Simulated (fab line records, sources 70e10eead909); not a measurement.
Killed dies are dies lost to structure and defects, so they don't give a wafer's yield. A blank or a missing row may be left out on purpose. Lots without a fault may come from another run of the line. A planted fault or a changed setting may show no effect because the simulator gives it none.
Chamber matching | flow nand_harc | NHARC_A_M1_STRIP_18 on rie_diel-07: 4 sister chambers
The step strips in N2/H2. 4 wafers are shown with their chamber, then 8 later ones without.

WAFERS WITH THEIR CHAMBER
wafer  | chamber | drypump_motor_current_A (A)
L600.1 | 0       | 5.3
L606.1 | 3       | 5.8
L606.4 | 1       | 6.5
L609.2 | 2       | 5.8

WAFERS WITHOUT THEIR CHAMBER
wafer  | drypump_motor_current_A (A)
L609.5 | 6.5
L609.6 | 5.8
L607.1 | 6.5
L607.4 | 5.8
L607.6 | 5.8
L610.1 | 5.8
L610.3 | 6.5
L610.4 | 5.2

WHICH CHAMBER EACH WENT THROUGH
wafer  | from the rows above     | in truth
L609.5 | 1                       | 1
L609.6 | can't be placed: 2 or 3 | 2
L607.1 | 1                       | 1
L607.4 | can't be placed: 2 or 3 | 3
L607.6 | can't be placed: 2 or 3 | 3
L610.1 | can't be placed: 2 or 3 | 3
L610.3 | 1                       | 1
L610.4 | 0                       | 0
Placed correctly: 4 of 8. Can't be placed from these rows: 4 (the true chamber is among the candidates in 4). Placed wrongly: 0.
How it was worked out, from the rows above alone: a wafer's distance from a chamber is the root of the sum, over the readings, of the square of ((its reading less the chamber's mean) divided by the reading's scatter). The wafer belongs to the nearest chamber; if the next one is less than 2 further off, it can't be placed. A chamber's mean is the mean of its shown wafers. The scatter: with one shown wafer a chamber, the root of the mean of the squares of how far each hidden wafer lies from its nearest shown one.
